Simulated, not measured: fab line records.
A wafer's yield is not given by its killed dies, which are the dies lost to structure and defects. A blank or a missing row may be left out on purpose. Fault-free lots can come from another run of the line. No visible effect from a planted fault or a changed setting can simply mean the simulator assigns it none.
Which tool was responsible? | flow n5-finfet | Sampling: 13 lots, 39 wafers, 4 of 1938 route steps

== WHAT EACH GAUGE READ, for each wafer ==
N5_PASSIVATION_CD_MEAS_30: the cd target is 4000 nm. Usual: cd-nm reads 4000.9 nm (standard deviation 1.8).
lot  | measured     | on        | cd-nm (nm)           | flag
L982 | day 11 22:20 | cd-sem-02 | 4000.0 4004.3 3999.1 |
L983 | day 12 18:57 | cd-sem-03 | 3998.9 4000.5 3999.2 |
L984 | day 12 23:46 | cd-sem-02 | 3997.8 4000.0 3999.2 |
L985 | day 13 00:05 | cd-sem-03 | 3997.9 4001.8 3999.8 |
L986 | day 13 07:46 | cd-sem-02 | 4000.8 4000.0 3999.0 |
L988 | day 14 00:01 | cd-sem-02 | 4000.4 4000.6 4005.5 |
L987 | day 13 22:11 | cd-sem-01 | 4004.1 4000.5 4002.9 |
L989 | day 14 09:45 | cd-sem-03 | 4004.4 3999.8 4000.0 |
L990 | day 14 14:46 | cd-sem-03 | 3998.7 3998.8 4001.9 |
L991 | day 14 14:15 | cd-sem-02 | 4002.8 3999.3 3999.2 |
L992 | day 14 14:59 | cd-sem-02 | 4001.0 4004.3 4004.5 |
L993 | day 14 22:02 | cd-sem-03 | 4003.6 4002.2 4003.5 |
L996 | day 16 04:29 | cd-sem-02 | 3999.9 4000.0 4003.9 |

N5_PASSIVATION_OVL_MEAS_63. Usual: PAD_OVL 5 nm, standard deviation 6.7.
lot  | measured     | on         | PAD_OVL (nm) | flag
L982 | day 11 22:22 | overlay-01 | -3 3 -2      |
L983 | day 12 18:59 | overlay-02 | 8 12 14      |
L984 | day 12 23:47 | overlay-01 | 0 -2 -3      |
L985 | day 13 00:06 | overlay-02 | 2 2 -4       |
L986 | day 13 07:47 | overlay-02 | 7 4 4        |
L988 | day 14 00:03 | overlay-02 | -4 -3 2      |
L987 | day 13 22:13 | overlay-02 | 13 9 10      |
L989 | day 14 09:47 | overlay-01 | 0 -3 -5      |
L990 | day 14 14:47 | overlay-01 | 3 5 7        |
L991 | day 14 14:17 | overlay-01 | -6 6 -6      |
L992 | day 14 15:01 | overlay-02 | 17 13 14     |
L993 | day 14 22:04 | overlay-01 | 6 6 11       |
L996 | day 16 04:31 | overlay-01 | 11 11 2      |

N5_PASSIVATION_CD_MEAS_44: the cd target is 40000 nm. Usual: cd-nm reads 40001 nm (standard deviation 3.6).
lot  | measured     | on        | cd-nm (nm)        | flag
L982 | day 12 00:43 | cd-sem-01 | 40004 40006 40002 |
L983 | day 12 20:47 | cd-sem-01 | 39999 39998 40002 |
L984 | day 13 01:41 | cd-sem-01 | 40001 39999 39998 |
L985 | day 13 02:00 | cd-sem-01 | 40006 39999 40001 |
L986 | day 13 09:30 | cd-sem-01 | 40000 40003 40004 |
L988 | day 14 01:48 | cd-sem-01 | 39996 39998 39996 |
L987 | day 13 23:57 | cd-sem-03 | 39999 40002 40008 |
L989 | day 14 11:37 | cd-sem-02 | 40004 40001 40000 |
L990 | day 14 16:31 | cd-sem-01 | 40001 40011 40005 |
L991 | day 14 16:14 | cd-sem-01 | 39997 39998 40000 |
L992 | day 14 17:38 | cd-sem-03 | 40004 40006 40006 |
L993 | day 14 23:54 | cd-sem-03 | 40000 40002 40002 |
L996 | day 16 06:58 | cd-sem-02 | 40002 39995 40001 |

== WHICH TOOL RAN EACH LOT (tool, then ch and the chambers of the sampled wafers, then the start) ==
lot  | N5_BEOL_M4_SPUTTER_92
L982 | pvd-sputter-01, day 7 22:10
L983 | pvd-sputter-03, day 8 14:17
L984 | pvd-sputter-02, day 8 17:32
L985 | pvd-sputter-01, day 8 17:55
L986 | pvd-sputter-02, day 9 09:14
L988 | pvd-sputter-02, day 9 19:50
L987 | pvd-sputter-03, day 9 22:19
L989 | pvd-sputter-02, day 10 02:43
L990 | pvd-sputter-01, day 10 02:53
L991 | pvd-sputter-01, day 10 04:51
L992 | pvd-sputter-03, day 10 06:29
L993 | pvd-sputter-01, day 11 02:31
L996 | pvd-sputter-01, day 11 19:58
- N5_BEOL_M4_SPUTTER_92: material Cu, target thk 4.5 nm, time 8.29 s.

== AS READ BY THE TOOLS THEMSELVES (means over the sampled wafers that have a number; for cases with no such wafer, the mark the record gives instead) ==
N5_BEOL_M4_SPUTTER_92. Usual: throttle-valve-pct reads 29.9 % (standard deviation 0.96).
lot  | tool           | throttle-valve-pct (%) | flag
L982 | pvd-sputter-01 | 29.9                   |
L983 | pvd-sputter-03 | 30.0                   |
L984 | pvd-sputter-02 | 29.0                   |
L985 | pvd-sputter-01 | 30.2                   |
L986 | pvd-sputter-02 | 29.6                   |
L988 | pvd-sputter-02 | 28.3                   |
L987 | pvd-sputter-03 | 29.5                   |
L989 | pvd-sputter-02 | 28.4                   |
L990 | pvd-sputter-01 | 30.3                   |
L991 | pvd-sputter-01 | 30.5                   |
L992 | pvd-sputter-03 | 29.3                   |
L993 | pvd-sputter-01 | 30.7                   |
L996 | pvd-sputter-01 | 30.4                   |

== THE ANSWER, worked out from the rows above alone ==
Rule: lot off if the mean of its wafers having a number is beyond 3 standard deviations from the usual mean. Also off: a lot with no number at a reading for which 4 or more lots have one. Any other lot the step has rows for is counted as sound. After the gauges, taken in route order, come the tools' own readings; for these a lot's mean is taken, as printed above. At the first step where some lot is off, the reading lying furthest off is the one used; lots without a number count as furthest.
None of the lots is off at any reading shown; this tells nothing.

== WHAT THE SIMULATOR HAD PUT IN ==
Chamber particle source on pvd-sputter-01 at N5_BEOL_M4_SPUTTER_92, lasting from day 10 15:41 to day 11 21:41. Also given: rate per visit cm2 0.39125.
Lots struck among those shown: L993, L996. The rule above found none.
